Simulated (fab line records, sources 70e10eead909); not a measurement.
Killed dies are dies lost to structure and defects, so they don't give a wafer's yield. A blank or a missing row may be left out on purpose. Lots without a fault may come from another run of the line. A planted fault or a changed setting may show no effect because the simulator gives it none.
Which tool did it? | flow nand_harc | 11 lots, 33 wafers sampled, at 6 steps of a route of 1159

WHAT THE GAUGES READ, wafer by wafer
NHARC_P_STI_CD_MEAS_16. Usual: cd_nm 200 nm, standard deviation 3.6.
lot  | measured    | on        | cd_nm (nm)  | flag
L852 | day 2 15:43 | cd_sem-01 | 194 196 197 |
L853 | day 2 15:53 | cd_sem-02 | 203 202 201 |
L854 | day 2 23:55 | cd_sem-03 | 197 201 200 |
L857 | day 3 17:37 | cd_sem-01 | 201 195 198 |
L861 | day 4 17:41 | cd_sem-02 | 199 208 202 |
L862 | day 4 23:16 | cd_sem-01 | 197 199 196 |
L865 | day 5 19:08 | cd_sem-02 | 196 198 198 |
L866 | day 5 23:47 | cd_sem-01 | 200 196 196 |
L872 | day 7 08:03 | cd_sem-01 | 208 207 207 |
L873 | day 7 19:19 | cd_sem-01 | 200 199 197 |
L875 | day 8 05:23 | cd_sem-03 | 196 199 199 |

NHARC_P_GATE_CD_MEAS_26: target cd 120 nm. Usual: cd_nm 119.7 nm, standard deviation 0.79.
lot  | measured     | on        | cd_nm (nm)                          | flag
L852 | day 4 21:57  | cd_sem-02 | 120.2 119.6 120.3                   |
L853 | day 4 22:44  | cd_sem-02 | 119.7 121.1 120.1                   |
L854 | day 5 02:26  | cd_sem-01 | 119.9 119.4 120.1                   |
L857 | day 5 18:55  | cd_sem-01 | 119.9 120.7 120.2                   |
L861 | day 6 23:35  | cd_sem-01 | 129.6 129.0 130.3 129.6 129.1 129.8 | OFF
L862 | day 7 03:39  | cd_sem-03 | 130.1 129.7 130.6 130.3 130.3 130.3 | OFF
L865 | day 7 19:35  | cd_sem-03 | 119.7 119.5 120.2                   |
L866 | day 8 02:52  | cd_sem-02 | 120.0 120.1 120.6                   |
L872 | day 9 09:28  | cd_sem-02 | 119.7 119.4 120.5                   |
L873 | day 10 03:56 | cd_sem-02 | 120.4 119.6 120.3                   |
L875 | day 10 13:14 | cd_sem-01 | 119.9 119.4 119.5                   |

NHARC_END_SORT_01. Usual: killed_at_array 24, standard deviation 8.4; killed_at_other 0.7, standard deviation 1.1; killed_at_periphery 2.9, standard deviation 1.7; killed_dies 27, standard deviation 8.6; killed_open 3.3, standard deviation 1.8; killed_short 1.8, standard deviation 1.4.
lot  | measured     | on        | killed_at_array | killed_at_other | killed_at_periphery | killed_dies | killed_open | killed_short | flag
L852 | day 19 23:25 | prober-01 | 23 29 14        | 0 0 0           | 3 1 1               | 26 30 15    | 4 4 1       | 0 2 1        |
L853 | day 20 02:55 | prober-02 | 25 34 24        | 0 2 0           | 6 1 2               | 31 37 26    | 5 2 4       | 0 5 1        |
L854 | day 20 07:10 | prober-01 | 13 17 16        | 1 0 0           | 1 1 3               | 15 18 19    | 1 6 5       | 3 2 3        |
L857 | day 19 19:08 | prober-02 | 16 9 13         | 0 0 0           | 5 5 3               | 21 14 16    | 1 3 1       | 3 2 3        |
L861 | day 22 21:49 | prober-01 | 28 28 34        | 0 0 0           | 5 7 7               | 33 35 41    | 5 1 6       | 4 2 0        |
L862 | day 23 02:48 | prober-02 | 37 26 34        | 1 0 0           | 8 4 8               | 46 30 42    | 4 5 8       | 1 4 6        |
L865 | day 22 04:44 | prober-01 | 29 22 26        | 4 0 1           | 1 2 4               | 34 24 31    | 1 2 4       | 4 0 1        |
L866 | day 22 11:36 | prober-01 | 30 37 29        | 5 3 5           | 2 3 4               | 37 43 38    | 4 5 4       | 2 2 2        | OFF
L872 | day 23 21:20 | prober-02 | 31 36 39        | 1 0 0           | 4 4 5               | 36 40 44    | 4 2 7       | 2 3 4        |
L873 | day 24 16:04 | prober-01 | 31 15 21        | 0 0 0           | 2 2 1               | 33 17 22    | 4 3 1       | 3 0 4        |
L875 | day 24 22:17 | prober-02 | 15 25 16        | 0 1 1           | 3 3 1               | 18 29 18    | 2 3 2       | 2 0 1        |

WHICH TOOL RAN EACH LOT (tool, then ch and the chambers of the sampled wafers, then the start)
lot  | NHARC_P_STI_ETCH_42               | NHARC_P_GATE_PEB_24               | NHARC_P_GATE_STRIP_101
L852 | rie_diel-12 ch 1,2,3, day 2 15:23 | litho_track-06 ch 0, day 4 21:52  | rie_diel-11 ch 1,2, day 5 09:07
L853 | rie_diel-09 ch 1,2,3, day 2 15:31 | litho_track-06 ch 0, day 4 22:39  | rie_diel-11 ch 1,2,3, day 5 10:00
L854 | rie_diel-10 ch 0,1,2, day 2 23:34 | litho_track-04 ch 0, day 5 02:21  | rie_diel-11 ch 0,1,2, day 5 13:32
L857 | rie_diel-09 ch 0,1,3, day 3 17:16 | litho_track-04 ch 0, day 5 18:50  | rie_diel-11 ch 1,2,3, day 6 05:57
L861 | rie_diel-10 ch 1,2,3, day 4 17:20 | litho_track-01 ch 0, day 6 23:31  | rie_diel-05 ch 0,1,2, day 8 12:33
L862 | rie_diel-12 ch 0,1,3, day 4 22:53 | litho_track-01 ch 0, day 7 03:34  | rie_diel-05 ch 0,1,3, day 8 02:40
L865 | rie_diel-12 ch 0,2,3, day 5 18:47 | litho_track-06 ch 0, day 7 19:31  | rie_diel-11 ch 0,2,3, day 8 06:38
L866 | rie_diel-10 ch 0,1, day 5 23:25   | litho_track-06 ch 0, day 8 02:47  | rie_diel-06 ch 0,1,2, day 8 14:01
L872 | rie_diel-09 ch 1,2, day 7 07:41   | litho_track-06 ch 0, day 9 09:23  | rie_diel-11 ch 0,2, day 9 20:34
L873 | rie_diel-10 ch 2,3, day 7 18:58   | litho_track-04 ch 0, day 10 03:51 | rie_diel-11 ch 0,1, day 10 14:50
L875 | rie_diel-12 ch 0,1,3, day 8 05:02 | litho_track-04 ch 0, day 10 13:09 | rie_diel-05 ch 0,2,3, day 11 00:20
- NHARC_P_STI_ETCH_42: etches the open film in N2/H2, target depth 80 nm, overetch 24 nm, time 61 s.
- NHARC_P_GATE_PEB_24: peb time 65 s.
- NHARC_P_GATE_STRIP_101: strips in O2, time 20 s.

WHAT THE TOOLS THEMSELVES READ (means of the sampled wafers that have a number; where no wafer has one, the mark that the record gives instead)
NHARC_P_STI_ETCH_42. Usual: drypump_motor_current_A 5.5 A, standard deviation 0.55; oes_product_au 0.999 a.u., standard deviation 0.013; rf_vpp_V 431.1 V, standard deviation 2.2; showerhead_plenum_p_Torr 2.06 Torr, standard deviation 0.077; throttle_valve_pct 14.171 %, standard deviation 0.0092.
lot  | tool        | drypump_motor_current_A (A) | oes_product_au (a.u.) | rf_vpp_V (V) | showerhead_plenum_p_Torr (Torr) | throttle_valve_pct (%) | flag
L852 | rie_diel-12 | 5.3                         | 1.002                 | 431.2        | 2.08                            | 14.177                 |
L853 | rie_diel-09 | 5.7                         | 1.005                 | 432.3        | 2.10                            | 14.166                 |
L854 | rie_diel-10 | 5.5                         | 1.001                 | 429.8        | 2.02                            | 14.173                 |
L857 | rie_diel-09 | 6.0                         | 0.992                 | 430.4        | 2.03                            | 14.178                 |
L861 | rie_diel-10 | 5.1                         | 0.980                 | 432.5        | 2.09                            | 14.161                 |
L862 | rie_diel-12 | 5.6                         | 0.999                 | 429.9        | 2.01                            | 14.162                 |
L865 | rie_diel-12 | 5.4                         | 1.001                 | 429.9        | 2.06                            | 14.170                 |
L866 | rie_diel-10 | 5.7                         | 0.999                 | 429.4        | 2.00                            | 14.166                 |
L872 | rie_diel-09 | 5.8                         | 0.997                 | 433.5        | 2.16                            | 14.168                 |
L873 | rie_diel-10 | 5.0                         | 0.986                 | 432.7        | 2.12                            | 14.167                 |
L875 | rie_diel-12 | 5.6                         | 1.005                 | 430.2        | 2.01                            | 14.171                 |

NHARC_P_GATE_PEB_24. Usual: heater_power_total_W 156.6 W, standard deviation 0.39; plate_temp_C 100.01 C, standard deviation 0.12; resist_line_temp_C 23.00 C, standard deviation 0.091.
lot  | tool           | heater_power_total_W (W) | plate_temp_C (C) | resist_line_temp_C (C) | flag
L852 | litho_track-06 | 156.9                    | 99.96            | 23.01                  |
L853 | litho_track-06 | 156.3                    | 99.96            | 23.07                  |
L854 | litho_track-04 | 157.0                    | 100.00           | 22.99                  |
L857 | litho_track-04 | 156.8                    | 100.22           | 22.90                  |
L861 | litho_track-01 | 150.4                    | 97.14            | 22.96                  | OFF
L862 | litho_track-01 | 150.4                    | 96.96            | 23.03                  | OFF
L865 | litho_track-06 | 156.8                    | 100.04           | 23.06                  |
L866 | litho_track-06 | 156.5                    | 99.97            | 23.02                  |
L872 | litho_track-06 | 156.7                    | 100.04           | 22.94                  |
L873 | litho_track-04 | 156.9                    | 99.94            | 23.05                  |
L875 | litho_track-04 | 156.7                    | 99.95            | 23.08                  |

NHARC_P_GATE_STRIP_101. Usual: drypump_motor_current_A 5.6 A, standard deviation 0.32; oes_product_au 0.998 a.u., standard deviation 0.013; rf_vpp_V 57.6 V, standard deviation 0.93; showerhead_plenum_p_Torr 3.45 Torr, standard deviation 0.13; throttle_valve_pct 17.038 %, standard deviation 0.0094.
lot  | tool        | drypump_motor_current_A (A) | oes_product_au (a.u.) | rf_vpp_V (V) | showerhead_plenum_p_Torr (Torr) | throttle_valve_pct (%) | flag
L852 | rie_diel-11 | 5.6                         | 0.985                 | 57.8         | 3.47                            | 17.038                 |
L853 | rie_diel-11 | 5.4                         | 0.991                 | 56.7         | 3.45                            | 17.031                 |
L854 | rie_diel-11 | 5.5                         | 1.000                 | 57.5         | 3.42                            | 17.042                 |
L857 | rie_diel-11 | 5.4                         | 0.999                 | 58.0         | 3.44                            | 17.030                 |
L861 | rie_diel-05 | 5.6                         | 1.003                 | 57.8         | 3.55                            | 17.039                 |
L862 | rie_diel-05 | 5.5                         | 1.007                 | 57.7         | 3.39                            | 17.034                 |
L865 | rie_diel-11 | 5.3                         | 1.011                 | 57.9         | 3.39                            | 17.041                 |
L866 | rie_diel-06 | 5.9                         | 0.996                 | 58.0         | 3.43                            | 17.041                 |
L872 | rie_diel-11 | 5.5                         | 1.012                 | 57.4         | 3.36                            | 17.033                 |
L873 | rie_diel-11 | 5.7                         | 1.010                 | 57.8         | 3.34                            | 17.042                 |
L875 | rie_diel-05 | 5.6                         | 0.989                 | 58.2         | 3.63                            | 17.033                 |

THE ANSWER, worked out from the rows above alone
Rule: a lot is off if the mean of its wafers that have a number lies more than 3 standard deviations from the usual mean. A lot without any number at a reading at which 4 lots or more have one is off too. The other lots that the step has rows for count as sound. The gauges are gone through in route order, then the tools' own readings, and for those a lot's mean is taken as printed above. The first step at which some lot is off is used, and at that step the reading that is off furthest; a lot without a number counts as furthest.
Off: L861, L862, at NHARC_P_GATE_CD_MEAS_26 (cd_nm).
A tool fits if, at a process step before that reading, it ran every lot that is off, and no sound lot after the first of them. The gauges at NHARC_P_GATE_CD_MEAS_26 aren't tried: what is off there is off at NHARC_P_GATE_PEB_24 too, on other tools, and a gauge's error can't cause that. One fits: litho_track-01 at NHARC_P_GATE_PEB_24. It ran no sound lot before its first lot that is off in this sample, so the start can't be narrowed down.
The tool's own readings at NHARC_P_GATE_PEB_24 bear it out: on the lots that are off they differ by more than 5 times the standard deviation of the sound lots' means. heater_power_total_W reads 150.4 W there against 156.7 W on the sound lots; plate_temp_C reads 97.05 C there against 100.01 C on the sound lots.

WHAT THE SIMULATOR HAD PUT IN
Process parameter drift: litho_track-01, from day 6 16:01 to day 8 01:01, at NHARC_P_GATE_PEB_24. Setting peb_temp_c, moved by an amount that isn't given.
Lots struck among those shown: L861, L862. The rule above found the same.
